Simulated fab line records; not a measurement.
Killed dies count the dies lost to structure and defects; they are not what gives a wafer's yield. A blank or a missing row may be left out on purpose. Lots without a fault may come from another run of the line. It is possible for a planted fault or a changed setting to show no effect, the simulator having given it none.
Comparing a struck lot with a sound one + flow nandHarc + 38 out of 1302 route steps
Sound: the wafers L530.3, L530.5, L530.6. Struck: wafers L548.2, L548.5, L548.6. The cause is given at the end.
Each step with rows lists, per side, the tool, then ch with its chambers, then its first start. Under that, the readings that differ: sound wafers + struck wafers + difference of the means + sigmas: that difference in standard deviations of wafers without a fault.
alike: a reading whose means differ by less than 2 such deviations, as well as words and numbers matching on both sides. not compared: withheld readings; readings where some wafer has no value; bounds like >300 that might hide an equal value; numbers whose values overlap and for which the record gives no deviation.
A row with sigmas, a row that says differs or no value, or rows on one side alone: a step with any of these is where the two part. Numbers that have no deviation but don't overlap get no sigmas and don't part them. A reading missing from all wafers of one side parts the sides only when that side holds two or more wafers.

first, 3 steps without rows for these wafers: NHARC_A_CHANNEL_FILL_D2_ALD_16 (deposits SiO2, target thk 1.5 nm, pulse time 10 s, ald cycles 15); NHARC_A_CHANNEL_FILL_D2_ANNEAL_17 (time 1800 s); NHARC_A_CHANNEL_FILL_D2_CVD_18 (deposits poly-Si, target thk 3 nm).
NHARC_A_CHANNEL_FILL_D2_ETCHBACK_19: etches the open film in HBr/Cl2, target depth 5 nm, time 1.7 s.
  sound on rieSi-03 ch 0,3, day 14 21:41; struck on rieSi-05 ch 0,1,3, day 22 08:58
  alike: drypumpMotorCurrentA, oesProductAu, throttleValvePct
  not compared: rfHoursCounterH
NHARC_A_CHANNEL_FILL_D2_ETCHBACK_20: etches the open film in C4F8/O2/Ar, target depth 27 nm, time 13.5 s.
  sound on rieDiel-13 ch 0,1, day 14 21:48; struck on rieDiel-09 ch 1,3, day 22 09:04
  alike: oesProductAu, rfVppV
  not compared: rfHoursCounterH
then, 6 steps without rows for these wafers: NHARC_A_CHANNEL_FILL_D2_STRIP_28 (strips in O2, time 20 s); NHARC_A_CHANNEL_FILL_D2_PRECLEAN_21 (cleans in dHF, time 30 s); NHARC_A_CHANNEL_FILL_D2_SRD_23; NHARC_A_CHANNEL_FILL_D2_CVD_05 (deposits poly-Si, target thk 5 nm); NHARC_A_CHANNEL_FILL_D2_ANNEAL_22 (time 7200 s); NHARC_A_CHANNEL_FILL_D2_ALD_25 (deposits SiOx, target thk 60 nm, pulse time 10 s, ald cycles 600).
NHARC_A_CHANNEL_FILL_D2_ETCHBACK_08: etches the open film in C4F8, target depth 220 nm, time 110 s.
  sound on rieDiel-09 ch 0,1, day 15 15:14; struck on rieDiel-07 ch 1,2,3, day 23 02:36
| reading             | sound          | struck         | difference | sigmas |
|---------------------|----------------|----------------|------------|--------|
| oesProductAu (a.u.) | 1.01 1.02 1.01 | 0.93 0.93 0.93 | -0.08      | -2     |
  alike: rfVppV
  not compared: rfHoursCounterH
then, 6 steps without rows for these wafers: NHARC_A_CHANNEL_FILL_D2_STRIP_29 (strips in O2, time 20 s); NHARC_A_CHANNEL_FILL_D2_PRECLEAN_30 (cleans in dHF, time 30 s); NHARC_A_CHANNEL_FILL_D2_SRD_31; NHARC_A_CHANNEL_FILL_D2_CVD_09 (deposits poly-Si, target thk 150 nm, time 3000 s); NHARC_A_CHANNEL_FILL_D2_CMP_10 (polishes, target thk 150 nm); NHARC_A_CHANNEL_FILL_D2_SRD_12.
NHARC_A_CHANNEL_FILL_D2_RTA_24: time 5 s.
  sound on rtpAnneal-02 ch 0, day 15 21:26; struck on rtpAnneal-02 ch 0, day 23 08:51
  alike: lampPowerPct, wafer_temp_C_max
then, 10 steps without rows for these wafers: NHARC_A_STAIRCASE_DEP_156 (deposits SiNx, target thk 50 nm); NHARC_A_STAIRCASE_DEHYDRATE_158 (time 120 s); NHARC_A_STAIRCASE_HMDS_159 (time 30 s); NHARC_A_STAIRCASE_COAT_160; NHARC_A_STAIRCASE_SOFTBAKE_161 (time 170 s); NHARC_A_STAIRCASE_EBR_162; NHARC_A_STAIRCASE_EXPOSE_163 (exposes mask STAIR OPEN); NHARC_A_STAIRCASE_PEB_164 (peb time 130 s); NHARC_A_STAIRCASE_DEVELOP_165 (time 140 s); NHARC_A_STAIRCASE_HARDBAKE_167 (time 140 s).
NHARC_A_STAIRCASE_DESCUM_168: chemistry O2, time 3 s.
  sound on rieDiel-05 ch 1,2, day 15 22:39; struck on rieDiel-11 ch 0,1,2, day 23 10:05
  alike: drypumpMotorCurrentA, oesProductAu, rfVppV, showerheadPlenumPTorr, throttleValvePct
  not compared: rfHoursCounterH
NHARC_A_STAIRCASE_ETCH_169: etches the open film in CH3F/O2, target depth 50 nm, time 107.1 s.
  sound on rieDiel-05 ch 2,3, day 15 22:44; struck on rieDiel-11 ch 0,1,3, day 23 10:16
  alike: drypumpMotorCurrentA, oesProductAu, rfVppV, showerheadPlenumPTorr, throttleValvePct
  not compared: rfHoursCounterH
then, 6 steps without rows for these wafers: NHARC_A_STAIRCASE_ETCH_170 (etches the open film in C4F6/O2, target depth 200 nm, time 66.667 s); NHARC_A_STAIRCASE_STRIP_171 (strips in O2); NHARC_A_STAIRCASE_STRIP_172 (strips in SPM, time 900 s); NHARC_A_STAIRCASE_PRECLEAN_173 (cleans in SC1); NHARC_A_STAIRCASE_SRD_174; NHARC_A_STAIRCASE_DEHYDRATE_01 (time 120 s).
-- record jumps: 9 days between struck wafers' starts before vs after; left off in module A_STAIRCASE, resumes in module END, first step shown is number 1302 of the route --
NHARC_END_SORT_01:
  at this point the record logs the struck wafers (prober-01 ch 0, day 32 19:11) and has no rows for the sound ones

== WHERE THEY PART ==
Last at NHARC_END_SORT_01 as far as this record goes, first at NHARC_A_CHANNEL_FILL_D2_ETCHBACK_08.

WHY: whatever the simulator had introduced
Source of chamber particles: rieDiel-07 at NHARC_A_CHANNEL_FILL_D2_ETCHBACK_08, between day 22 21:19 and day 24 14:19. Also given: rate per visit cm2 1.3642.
